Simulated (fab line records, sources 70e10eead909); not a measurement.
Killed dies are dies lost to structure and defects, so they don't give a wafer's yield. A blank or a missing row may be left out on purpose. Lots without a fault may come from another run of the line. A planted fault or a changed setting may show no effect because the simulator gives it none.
fab line records | flow nand_harc | part 2 of 2: steps 5 to 6 of 6
record lots=22 wafers=66 last_day=24
route steps=1159 shown A_STAIRCASE@559
lots that met no fault: from a run of the same line without faults
start_h: hours from the record's first day to the start of the lot's first wafer shown | wait_h: hours since the lot's step before | " the same as in the row above | L1.1+2: a row that stands for several wafers | - no value, or no start given | * or withheld: withheld | < > ~ a bound
route shown NAME@n: a module of which the file shows steps, and the number in the route of the first | usual: mean/standard deviation of fault-free wafers | same: alike in all rows | chamber/n: place in a boat | sites: the reading at each site | _std_site: their standard deviation | _edge_site: outer sites' mean less inner sites' | radius_mm: how far each site lies from the wafer's centre | mask NAME#n: copy n | behind: the tool/chamber that last shaped the wafer | hold: why the lot was held/for how many hours/how that ended | device: the transistor (n, p or np) that didn't switch | end of line: the same wafers' tests at the end of the route | a step without rows: its recipe alone | killed: dies lost to structure and defects at the first sort, not the wafer's yield | map: a wafer's dies, x killed, . not, _ none there
set.NAME: the setting as run; set.NAME@STEP: as run at that earlier step | model.NAME: the simulator's own value behind a step, which no gauge read
steps of the route over a sample of lots; a table a step, a row a wafer
services: from which hour (start_h, from the record's first day; less than 0 if before it) a tool's chamber was out of use, for how many hours, and why
## steps
# step NHARC_A_STAIRCASE_ETCH_225
# recipe target_depth_a=1000 time_s=40.5 ion_energy_ev=400 c4f8_flow_sccm=20 o2_flow_sccm=10 ar_flow_sccm=withheld rf_w=600 bias_w=1000 chemistry=C4F8/O2
# usual oes_product_au=0.944/0.011 rf_fwd_power_W=593.2/2.6 rf_vpp_V=898/3.9
# columns lot.wafer tool chamber start_h wait_h oes_product_au rf_fwd_power_W rf_hours_counter_h rf_vpp_V
L076.4 rie_diel-04 3 - - 0.963 592.2 48 895
L076.5 " 0 " " 0.954 591.3 - 900
L076.6 " 1 " " 0.936 590.9 - 901
L074.4 rie_diel-04 1 - - 0.928 594.2 46 903
L074.2 " 0 " " 0.940 593.5 48 900
L074.6 " 2 " " 0.963 594.9 - 901
L075.2 rie_diel-04 2 - - 0.950 595.0 48 901
L075.1 " 1 " " 0.937 592.7 49 902
L075.6 " 3 " " 0.947 594.6 - 896
L078.4 rie_diel-04 1 - - 0.946 595.5 52 903
L078.2 " 3 " " 0.945 588.5 55 895
L078.5 " 1 " " 0.939 592.1 - 901
L077.3 rie_diel-11 1 - - 0.949 597.6 23 889
L077.1 " 2 " " 0.954 592.8 22 900
L077.5 " 0 " " 0.942 597.3 - 896
L079.4 rie_diel-09 2 - - 0.954 595.7 6 896
L079.5 " 0 " " 0.949 589.4 - 903
L079.6 " 1 " " 0.941 588.7 - 902
L080.4 rie_diel-09 1 - - 0.915 594.1 7 901
L080.6 " 2 " " 0.936 595.9 - 897
L080.5 " 3 " " 0.945 588.9 - 893
L082.1 rie_diel-11 0 - - 0.940 594.0 33 896
L082.2 " 1 " " 0.947 596.7 32 890
L082.4 " 2 " " 0.952 594.3 30 899
L081.3 rie_diel-04 1 - - 0.944 592.9 62 901
L081.1 " 3 " " 0.945 592.9 62 895
L081.6 " 0 " " 0.938 590.0 - 901
L084.1 rie_diel-11 3 - - 0.922 590.5 38 894
L084.2 " 1 " " 0.955 594.9 38 890
L084.3 " 2 " " 0.950 595.4 38 900
L083.3 rie_diel-11 1 - - 0.944 591.2 40 890
L083.1 " 2 " " 0.943 595.0 40 900
L083.2 " 3 " " 0.938 590.2 41 893
L085.2 rie_diel-11 1 - - 0.948 593.0 42 891
L085.1 " 3 " " 0.948 593.1 42 894
L085.5 " 1 " " 0.951 592.8 - 890
L086.4 rie_diel-04 1 - - 0.952 595.3 5 901
L086.3 " 2 " " 0.964 593.8 7 901
L086.5 " 1 " " 0.951 593.7 - 901
L087.1 rie_diel-09 1 - - 0.938 593.5 20 902
L087.2 " 2 " " 0.924 595.3 18 896
L087.6 " 1 " " 0.929 591.9 - 903
L088.1 rie_diel-04 2 - - 0.948 592.1 15 901
L088.5 " 1 " " 0.954 592.7 - 901
L088.6 " 2 " " 0.952 594.4 - 901
L089.1 rie_diel-04 1 - - 0.956 590.3 14 901
L089.4 " 0 " " 0.944 592.5 15 900
L089.5 " 2 " " 0.953 597.5 - 900
L090.1 rie_diel-11 3 - - 0.959 593.0 51 895
L090.5 " 3 " " 0.954 593.4 - 893
L090.6 " 0 " " 0.956 598.2 - 896
L091.4 rie_diel-04 0 - - 0.948 591.7 19 900
L091.1 " 1 " " 0.954 592.5 18 901
L091.5 " 3 " " 0.944 590.0 - 894
L092.3 rie_diel-04 0 - - 0.957 593.4 19 899
L092.1 " 2 " " 0.947 594.4 20 900
L092.5 " 1 " " 0.971 591.8 - 902
L094.2 rie_diel-09 2 - - 0.917 593.9 34 897
L094.4 " 3 " " 0.932 594.7 36 889
L094.5 " 3 " " 0.927 597.5 - 892
L093.3 rie_diel-09 2 - - 0.941 597.9 35 896
L093.2 " 0 " " 0.931 588.4 38 899
L093.6 " 1 " " 0.935 590.1 - 900
L095.4 rie_diel-09 1 - - 0.925 592.3 42 901
L095.1 " 2 " " 0.950 597.2 40 896
L095.5 " 2 " " 0.934 596.2 - 896
# step NHARC_A_STAIRCASE_TRIM_231
# recipe time_s=211.2 o2_flow_sccm=500 ar_flow_sccm=0 bias_w=0 chemistry=O2
# usual drypump_motor_current_A=5.7/0.43 oes_product_au=1.003/0.0092 rf_vpp_V=57.9/0.82 showerhead_plenum_p_Torr=3.57/0.11 throttle_valve_pct=17.035/0.0091
# columns lot.wafer tool chamber start_h wait_h drypump_motor_current_A oes_product_au rf_hours_counter_h rf_vpp_V showerhead_plenum_p_Torr throttle_valve_pct
L076.4 rie_diel-09 1 - - 6.7 1.007 62 58.0 3.69 17.034
L076.6 " 2 " " 5.4 1.001 - 57.3 3.57 17.033
L076.5 " 3 " " 5.8 0.999 - 58.0 3.42 17.042
L074.2 rie_diel-04 0 - - 5.8 1.006 48 58.5 3.66 17.042
L074.4 " 3 " " 6.1 1.017 49 57.1 3.51 17.025
L074.6 " 1 " " 5.2 1.002 - 58.3 3.69 17.049
L075.1 rie_diel-04 2 - - 5.6 1.016 48 59.3 3.68 17.031
L075.2 " 3 " " 6.1 1.005 52 56.9 3.51 17.041
L075.6 " 1 " " 5.2 0.995 - 57.4 3.69 17.036
L077.1 rie_diel-09 3 - - 5.8 1.002 2 57.5 3.42 17.052
L077.3 " 0 " " 5.5 1.016 2 59.7 3.70 17.049
L077.5 " 3 " " 5.8 1.000 - 57.2 3.42 17.038
L078.2 rie_diel-11 3 - - 5.0 0.988 24 56.3 3.50 17.033
L078.4 " 1 " " 5.4 1.012 25 57.3 3.36 17.023
L078.5 " 2 " " 6.0 1.008 - 58.8 3.63 17.032
L079.4 rie_diel-04 2 - - 5.6 1.003 57 58.9 3.67 17.049
L079.6 " 0 " " 5.8 0.996 - 57.6 3.65 17.051
L079.5 " 1 " " 5.2 1.002 - 58.8 3.68 17.039
L080.4 rie_diel-11 2 - - 6.0 1.006 28 57.3 3.63 17.040
L080.6 " 3 " " 5.0 0.990 - 57.7 3.49 17.021
L080.5 " 0 " " 6.0 1.009 - 57.4 3.52 17.014
L082.4 rie_diel-11 0 - - 6.0 1.010 33 58.0 3.52 17.031
L082.2 " 1 " " 5.3 1.011 32 57.8 3.36 17.028
L082.1 " 2 " " 6.0 1.014 31 59.2 3.63 17.053
L081.3 rie_diel-04 2 - - 5.6 1.016 60 58.3 3.67 17.040
L081.1 " 0 " " 5.7 0.998 64 56.7 3.65 17.031
L081.6 " 0 " " 5.8 1.001 - 57.5 3.65 17.040
L084.3 rie_diel-11 0 - - 6.0 1.005 40 58.1 3.52 17.036
L084.2 " 1 " " 5.3 1.008 38 58.3 3.35 17.022
L084.1 " 2 " " 6.0 1.005 38 58.7 3.63 17.032
L083.1 rie_diel-09 3 - - 5.8 1.008 16 56.6 3.41 17.031
L083.3 " 0 " " 5.5 1.009 17 59.8 3.69 17.036
L083.2 " 1 " " 6.7 0.985 15 59.8 3.68 17.045
L085.2 rie_diel-11 3 - - 5.0 0.997 43 57.3 3.49 17.025
L085.1 " 2 " " 6.0 1.002 42 57.6 3.62 17.052
L085.5 " 0 " " 6.0 1.005 - 56.5 3.52 17.037
L086.3 rie_diel-04 1 - - 5.2 1.014 6 58.6 3.68 17.012
L086.4 " 2 " " 5.6 1.003 7 57.1 3.67 17.042
L086.5 " 3 " " 6.1 1.000 - 57.7 3.50 17.037
L087.1 rie_diel-09 1 - - 6.8 0.980 20 59.2 3.68 17.036
L087.2 " 2 " " 5.4 1.012 18 57.8 3.56 17.021
L087.6 " 0 " " 5.5 1.021 - 57.6 3.69 17.026
L088.1 rie_diel-09 3 - - 5.7 0.996 27 57.8 3.40 17.033
L088.5 " 2 " " 5.4 0.992 - 58.9 3.55 17.027
L088.6 " 3 " " 5.8 1.004 - 56.9 3.40 17.054
L089.4 rie_diel-04 3 - - 6.1 1.000 14 56.8 3.50 17.033
L089.1 " 1 " " 5.2 1.009 14 59.6 3.67 17.036
L089.5 " 3 " " 6.1 0.999 - 58.0 3.50 17.028
L090.1 rie_diel-09 2 - - 5.4 0.993 25 57.6 3.55 17.033
L090.5 " 3 " " 5.7 1.021 - 58.8 3.40 17.038
L090.6 " 0 " " 5.5 1.013 - 57.9 3.68 17.028
L091.4 rie_diel-09 0 - - 5.5 1.013 33 58.0 3.68 17.028
L091.1 " 2 " " 5.4 1.000 29 59.0 3.55 17.037
L091.5 " 0 " " 5.5 1.009 - 57.5 3.68 17.031
L092.1 rie_diel-04 1 - - 5.2 0.999 19 57.5 3.67 17.036
L092.3 " 2 " " 5.6 1.010 21 58.8 3.66 17.030
L092.5 " 3 " " 6.1 1.000 - 57.6 3.49 17.019
L094.4 rie_diel-04 1 - - 5.2 1.006 23 57.1 3.67 17.023
L094.2 " 2 " " 5.6 1.020 26 58.2 3.66 17.032
L094.5 " 2 " " 5.6 1.005 - 57.4 3.66 17.046
L093.3 rie_diel-09 1 - - 6.7 0.989 36 58.6 3.67 17.020
L093.2 " 3 " " 5.7 1.009 36 57.6 3.40 17.054
L093.6 " 2 " " 5.4 0.996 - 60.2 3.55 17.035
L095.4 rie_diel-04 1 - - 5.2 1.004 28 58.5 3.66 17.032
L095.1 " 0 " " 5.8 1.003 30 57.3 3.63 17.025
L095.5 " 2 " " 5.7 1.010 - 57.5 3.65 17.037
## services
# columns tool chamber start_h hours kind
rie_diel-04 0 218.93 - clean
rie_diel-04 1 218.93 - clean
rie_diel-04 2 218.93 - clean
rie_diel-04 3 218.93 - clean
rie_diel-11 1 223.95 4.9 repair
rie_diel-09 0 238.59 5.8 repair
rie_diel-04 0 243.45 - clean
rie_diel-04 1 243.45 - clean
rie_diel-04 2 243.45 - clean
rie_diel-04 3 243.45 - clean
rie_diel-09 - 254.10 9.0 pm
rie_diel-04 0 268.19 - clean
rie_diel-04 1 268.19 - clean
rie_diel-04 2 268.19 - clean
rie_diel-04 3 268.19 - clean
rie_diel-04 1 285.68 14.8 repair
rie_diel-04 - 288.90 9.0 pm
rie_diel-04 0 288.90 9.0 vent_cycle
rie_diel-04 2 288.90 9.0 vent_cycle
rie_diel-04 3 288.90 9.0 vent_cycle
rie_diel-09 - 303.60 1.2 repair
rie_diel-11 0 306.40 2.2 repair
rie_diel-11 1 352.19 8.8 repair
rie_diel-11 - 367.85 9.0 pm
